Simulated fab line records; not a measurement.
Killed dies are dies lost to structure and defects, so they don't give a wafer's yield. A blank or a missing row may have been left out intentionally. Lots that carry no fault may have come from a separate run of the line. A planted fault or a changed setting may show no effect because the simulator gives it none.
The tool behind it: which one? :: flow nandHarc :: 42 wafers from 14 lots sampled at 4 of the route's 1302 steps

WHAT THE GAUGES SHOWED, per wafer
NHARC_END_SORT_01. Usual: killedAtArray 50, standard deviation 20; killedAtOther 1.2, standard deviation 1.5; killedAtPeriphery 3.6, standard deviation 2.6; killedDies 55, standard deviation 20; killedOpen 3.4, standard deviation 2; killedShort 2.7, standard deviation 1.6.
lot: L612
measured: day 24 22:13
on: prober-02
killedAtArray: 8 15 10
killedAtOther: 2 2 3
killedAtPeriphery: 5 0 4
killedDies: 15 17 17
killedOpen: 5 3 4
killedShort: 2 3 2
flag: 

lot: L614
measured: day 25 21:14
on: prober-02
killedAtArray: 53 66 57
killedAtOther: 0 1 0
killedAtPeriphery: 5 4 6
killedDies: 58 71 63
killedOpen: 3 1 4
killedShort: 1 5 0
flag: 

lot: L616
measured: day 26 03:17
on: prober-01
killedAtArray: 55 49 57
killedAtOther: 4 4 5
killedAtPeriphery: 1 0 4
killedDies: 60 53 66
killedOpen: 1 2 4
killedShort: 1 1 5
flag: 

lot: L618
measured: day 26 20:33
on: prober-02
killedAtArray: 51 59 57
killedAtOther: 0 0 0
killedAtPeriphery: 5 4 3
killedDies: 56 63 60
killedOpen: 1 3 2
killedShort: 3 6 2
flag: 

lot: L619
measured: day 27 22:52
on: prober-02
killedAtArray: 63 69 59
killedAtOther: 0 0 0
killedAtPeriphery: 4 2 2
killedDies: 67 71 61
killedOpen: 7 1 5
killedShort: 4 3 2
flag: 

lot: L620
measured: day 27 23:36
on: prober-01
killedAtArray: 29 32 25
killedAtOther: 0 0 0
killedAtPeriphery: 4 2 3
killedDies: 33 34 28
killedOpen: 4 5 1
killedShort: 1 0 3
flag: 

lot: L621
measured: day 28 04:58
on: prober-01
killedAtArray: 38 16 32
killedAtOther: 1 3 7
killedAtPeriphery: 4 6 2
killedDies: 43 25 41
killedOpen: 3 0 2
killedShort: 0 2 2
flag: 

lot: L622
measured: day 28 17:11
on: prober-02
killedAtArray: 41 40 50
killedAtOther: 0 0 2
killedAtPeriphery: 4 2 2
killedDies: 45 42 54
killedOpen: 3 3 3
killedShort: 3 2 4
flag: 

lot: L625
measured: day 29 01:50
on: prober-02
killedAtArray: 77 70 95
killedAtOther: 1 4 2
killedAtPeriphery: 3 3 1
killedDies: 81 77 98
killedOpen: 2 4 5
killedShort: 4 2 3
flag: 

lot: L627
measured: day 30 01:29
on: prober-01
killedAtArray: 118 124 95
killedAtOther: 1 0 0
killedAtPeriphery: 5 5 3
killedDies: 124 129 98
killedOpen: 1 2 3
killedShort: 2 1 2
flag: OFF

lot: L626
measured: day 30 16:38
on: prober-02
killedAtArray: 109 116 110
killedAtOther: 0 0 1
killedAtPeriphery: 7 12 8
killedDies: 116 128 119
killedOpen: 0 6 1
killedShort: 3 2 2
flag: OFF

lot: L632
measured: day 33 06:53
on: prober-02
killedAtArray: 69 31 66
killedAtOther: 4 3 1
killedAtPeriphery: 4 4 7
killedDies: 77 38 74
killedOpen: 1 4 2
killedShort: 3 3 3
flag: 

lot: L633
measured: day 32 17:44
on: prober-01
killedAtArray: 24 19 23
killedAtOther: 3 2 1
killedAtPeriphery: 3 2 3
killedDies: 30 23 27
killedOpen: 4 5 4
killedShort: 3 0 1
flag: 

lot: L635
measured: day 33 15:07
on: prober-02
killedAtArray: 26 67 55
killedAtOther: 1 6 0
killedAtPeriphery: 1 6 4
killedDies: 28 79 59
killedOpen: 0 8 6
killedShort: 2 1 5
flag: 

TOOL THAT RAN EACH LOT (tool first, then ch and the chambers of the sampled wafers, then the start)
lot: L612
NHARC_A_CHANNEL_FILL_D2_ALD_16: aldHk-04 ch 2,3, day 14 07:40
NHARC_THIN_TSV_ETCH_15: rieSi-05 ch 0,1,3, day 24 05:08
NHARC_THIN_TSV_STRIP_56: plasmaAsher-01 ch 0,1, day 24 10:56

lot: L614
NHARC_A_CHANNEL_FILL_D2_ALD_16: aldHk-03 ch 0,3, day 15 10:31
NHARC_THIN_TSV_ETCH_15: rieSi-05 ch 0,2,3, day 25 02:11
NHARC_THIN_TSV_STRIP_56: plasmaAsher-01 ch 0,1, day 25 08:02

lot: L616
NHARC_A_CHANNEL_FILL_D2_ALD_16: aldHk-01 ch 0,2,3, day 15 21:08
NHARC_THIN_TSV_ETCH_15: rieSi-03 ch 1,2, day 25 09:04
NHARC_THIN_TSV_STRIP_56: plasmaAsher-02 ch 0,1, day 25 14:49

lot: L618
NHARC_A_CHANNEL_FILL_D2_ALD_16: aldHk-01 ch 0,2,3, day 16 09:23
NHARC_THIN_TSV_ETCH_15: rieSi-05 ch 0,1,2, day 26 00:40
NHARC_THIN_TSV_STRIP_56: plasmaAsher-01 ch 0,1, day 26 10:44

lot: L619
NHARC_A_CHANNEL_FILL_D2_ALD_16: aldHk-01 ch 2,3, day 17 06:32
NHARC_THIN_TSV_ETCH_15: rieSi-05 ch 0,2,3, day 27 08:26
NHARC_THIN_TSV_STRIP_56: plasmaAsher-02 ch 0,1, day 27 14:12

lot: L620
NHARC_A_CHANNEL_FILL_D2_ALD_16: aldHk-01 ch 2,3, day 17 12:19
NHARC_THIN_TSV_ETCH_15: rieSi-05 ch 0,1,3, day 27 07:16
NHARC_THIN_TSV_STRIP_56: plasmaAsher-01 ch 0,1, day 27 12:58

lot: L621
NHARC_A_CHANNEL_FILL_D2_ALD_16: aldHk-03 ch 0,1,3, day 17 21:31
NHARC_THIN_TSV_ETCH_15: rieSi-03 ch 1,3, day 27 12:09
NHARC_THIN_TSV_STRIP_56: plasmaAsher-01 ch 0,1, day 27 18:01

lot: L622
NHARC_A_CHANNEL_FILL_D2_ALD_16: aldHk-04 ch 0,1,2, day 18 09:04
NHARC_THIN_TSV_ETCH_15: rieSi-02 ch 1,2,3, day 28 02:02
NHARC_THIN_TSV_STRIP_56: plasmaAsher-01 ch 0,1, day 28 07:54

lot: L625
NHARC_A_CHANNEL_FILL_D2_ALD_16: aldHk-04 ch 1,3, day 19 02:28
NHARC_THIN_TSV_ETCH_15: rieSi-02 ch 0,1, day 28 10:27
NHARC_THIN_TSV_STRIP_56: plasmaAsher-02 ch 0,1, day 28 16:16

lot: L627
NHARC_A_CHANNEL_FILL_D2_ALD_16: aldHk-04 ch 0,1, day 20 04:01
NHARC_THIN_TSV_ETCH_15: rieSi-05 ch 0,1,2, day 29 09:44
NHARC_THIN_TSV_STRIP_56: plasmaAsher-01 ch 0,1, day 29 15:23

lot: L626
NHARC_A_CHANNEL_FILL_D2_ALD_16: aldHk-04 ch 0,1, day 20 04:11
NHARC_THIN_TSV_ETCH_15: rieSi-03 ch 0,1,3, day 29 23:44
NHARC_THIN_TSV_STRIP_56: plasmaAsher-02 ch 0, day 30 05:32

lot: L632
NHARC_A_CHANNEL_FILL_D2_ALD_16: aldHk-04 ch 0,3, day 22 19:26
NHARC_THIN_TSV_ETCH_15: rieSi-05 ch 0,1,2, day 32 12:46
NHARC_THIN_TSV_STRIP_56: plasmaAsher-02 ch 0,1, day 32 20:05

lot: L633
NHARC_A_CHANNEL_FILL_D2_ALD_16: aldHk-01 ch 0,1,3, day 22 22:55
NHARC_THIN_TSV_ETCH_15: rieSi-05 ch 0,1,3, day 32 03:14
NHARC_THIN_TSV_STRIP_56: plasmaAsher-01 ch 0,1, day 32 09:16

lot: L635
NHARC_A_CHANNEL_FILL_D2_ALD_16: aldHk-04 ch 0,1,3, day 23 15:21
NHARC_THIN_TSV_ETCH_15: rieSi-03 ch 0,3, day 32 23:53
NHARC_THIN_TSV_STRIP_56: plasmaAsher-02 ch 0,1, day 33 05:58
- NHARC_A_CHANNEL_FILL_D2_ALD_16: deposits SiO2, target thk 1.5 nm, pulse time 10 s, ald cycles 15.
- NHARC_THIN_TSV_ETCH_15: target depth 3000 nm, bosch target overetch cycles 2, bosch etch step 2.8 s.
- NHARC_THIN_TSV_STRIP_56: strips in O2.

WHAT THE TOOLS THEMSELVES READ (means of the sampled wafers that have a number; where no wafer has one, the mark that the record gives instead)
NHARC_A_CHANNEL_FILL_D2_ALD_16. Usual: heaterPowerOuterW 261 W, standard deviation 27; heaterPowerW 460 W, standard deviation 35; precursorPulseHeightRel 1.001, standard deviation 0.018; susceptorTempC 300.02 C, standard deviation 0.18.
lot: L612
tool: aldHk-04
heaterPowerOuterW (W): 305
heaterPowerW (W): 504
precursorPulseHeightRel: 1.013
susceptorTempC (C): 300.05
flag: 

lot: L614
tool: aldHk-03
heaterPowerOuterW (W): 279
heaterPowerW (W): 513
precursorPulseHeightRel: 1.003
susceptorTempC (C): 300.27
flag: 

lot: L616
tool: aldHk-01
heaterPowerOuterW (W): 247
heaterPowerW (W): 450
precursorPulseHeightRel: 1.006
susceptorTempC (C): 300.02
flag: 

lot: L618
tool: aldHk-01
heaterPowerOuterW (W): 247
heaterPowerW (W): 453
precursorPulseHeightRel: 1.001
susceptorTempC (C): 299.94
flag: 

lot: L619
tool: aldHk-01
heaterPowerOuterW (W): 247
heaterPowerW (W): 457
precursorPulseHeightRel: 1.006
susceptorTempC (C): 299.97
flag: 

lot: L620
tool: aldHk-01
heaterPowerOuterW (W): 248
heaterPowerW (W): 451
precursorPulseHeightRel: 1.003
susceptorTempC (C): 300.17
flag: 

lot: L621
tool: aldHk-03
heaterPowerOuterW (W): 263
heaterPowerW (W): 491
precursorPulseHeightRel: 1.011
susceptorTempC (C): 300.04
flag: 

lot: L622
tool: aldHk-04
heaterPowerOuterW (W): 273
heaterPowerW (W): 456
precursorPulseHeightRel: 0.992
susceptorTempC (C): 300.06
flag: 

lot: L625
tool: aldHk-04
heaterPowerOuterW (W): 262
heaterPowerW (W): 447
precursorPulseHeightRel: 1.007
susceptorTempC (C): -
flag: OFF

lot: L627
tool: aldHk-04
heaterPowerOuterW (W): 247
heaterPowerW (W): 423
precursorPulseHeightRel: 0.996
susceptorTempC (C): 299.84
flag: 

lot: L626
tool: aldHk-04
heaterPowerOuterW (W): 249
heaterPowerW (W): 429
precursorPulseHeightRel: 1.007
susceptorTempC (C): 299.82
flag: 

lot: L632
tool: aldHk-04
heaterPowerOuterW (W): 272
heaterPowerW (W): 461
precursorPulseHeightRel: 1.004
susceptorTempC (C): 300.19
flag: 

lot: L633
tool: aldHk-01
heaterPowerOuterW (W): 236
heaterPowerW (W): 427
precursorPulseHeightRel: 1.001
susceptorTempC (C): 300.06
flag: 

lot: L635
tool: aldHk-04
heaterPowerOuterW (W): 274
heaterPowerW (W): 460
precursorPulseHeightRel: 0.987
susceptorTempC (C): 299.96
flag: 

NHARC_THIN_TSV_ETCH_15. Usual: 5.8 A for drypumpMotorCurrentA, sd 0.39.
lot: L612
tool: rieSi-05
drypumpMotorCurrentA (A): 5.9
flag: 

lot: L614
tool: rieSi-05
drypumpMotorCurrentA (A): 5.8
flag: 

lot: L616
tool: rieSi-03
drypumpMotorCurrentA (A): 6.1
flag: 

lot: L618
tool: rieSi-05
drypumpMotorCurrentA (A): 5.7
flag: 

lot: L619
tool: rieSi-05
drypumpMotorCurrentA (A): 5.8
flag: 

lot: L620
tool: rieSi-05
drypumpMotorCurrentA (A): 5.9
flag: 

lot: L621
tool: rieSi-03
drypumpMotorCurrentA (A): 5.8
flag: 

lot: L622
tool: rieSi-02
drypumpMotorCurrentA (A): 5.5
flag: 

lot: L625
tool: rieSi-02
drypumpMotorCurrentA (A): 5.3
flag: 

lot: L627
tool: rieSi-05
drypumpMotorCurrentA (A): 5.7
flag: 

lot: L626
tool: rieSi-03
drypumpMotorCurrentA (A): 5.8
flag: 

lot: L632
tool: rieSi-05
drypumpMotorCurrentA (A): 5.7
flag: 

lot: L633
tool: rieSi-05
drypumpMotorCurrentA (A): 5.9
flag: 

lot: L635
tool: rieSi-03
drypumpMotorCurrentA (A): 5.8
flag: 

NHARC_THIN_TSV_STRIP_56. Usual: drypumpMotorCurrentA 6.0 A, standard deviation 0.64; heaterPowerW 322 W, standard deviation 12.
lot: L612
tool: plasmaAsher-01
drypumpMotorCurrentA (A): 5.4
heaterPowerW (W): 316
flag: 

lot: L614
tool: plasmaAsher-01
drypumpMotorCurrentA (A): 5.9
heaterPowerW (W): 315
flag: 

lot: L616
tool: plasmaAsher-02
drypumpMotorCurrentA (A): 6.6
heaterPowerW (W): 355
flag: 

lot: L618
tool: plasmaAsher-01
drypumpMotorCurrentA (A): 5.4
heaterPowerW (W): 314
flag: 

lot: L619
tool: plasmaAsher-02
drypumpMotorCurrentA (A): 6.4
heaterPowerW (W): 327
flag: 

lot: L620
tool: plasmaAsher-01
drypumpMotorCurrentA (A): 5.9
heaterPowerW (W): 310
flag: 

lot: L621
tool: plasmaAsher-01
drypumpMotorCurrentA (A): 5.9
heaterPowerW (W): 318
flag: 

lot: L622
tool: plasmaAsher-01
drypumpMotorCurrentA (A): 5.5
heaterPowerW (W): 312
flag: 

lot: L625
tool: plasmaAsher-02
drypumpMotorCurrentA (A): 6.6
heaterPowerW (W): 325
flag: 

lot: L627
tool: plasmaAsher-01
drypumpMotorCurrentA (A): 5.4
heaterPowerW (W): 315
flag: 

lot: L626
tool: plasmaAsher-02
drypumpMotorCurrentA (A): 6.4
heaterPowerW (W): 330
flag: 

lot: L632
tool: plasmaAsher-02
drypumpMotorCurrentA (A): 6.6
heaterPowerW (W): 323
flag: 

lot: L633
tool: plasmaAsher-01
drypumpMotorCurrentA (A): 5.5
heaterPowerW (W): 305
flag: 

lot: L635
tool: plasmaAsher-02
drypumpMotorCurrentA (A): 6.6
heaterPowerW (W): 327
flag: 

THE ANSWER, worked out from the rows above alone
Rule: a lot counts as off when the mean over its wafers that have a number is more than 3 standard deviations away from the usual mean. A lot without any number at a reading at which 4 lots or more have one is off too. All remaining lots with rows at the step are treated as sound. After the gauges, taken in route order, come the tools' own readings; for these a lot's mean is taken, as printed above. The first step at which some lot is off is used, and at that step the reading that is off furthest; a lot without a number counts as furthest.
Off: L627, L626, at NHARC_END_SORT_01 (killedDies).
If a tool, at a process step before that reading, ran all the lots that are off and no sound lot after the first of them, it fits. Gauges at NHARC_END_SORT_01: tried the same way as those tools. Of those tried, none fits.

WHAT HAD BEEN PUT IN BY THE SIMULATOR
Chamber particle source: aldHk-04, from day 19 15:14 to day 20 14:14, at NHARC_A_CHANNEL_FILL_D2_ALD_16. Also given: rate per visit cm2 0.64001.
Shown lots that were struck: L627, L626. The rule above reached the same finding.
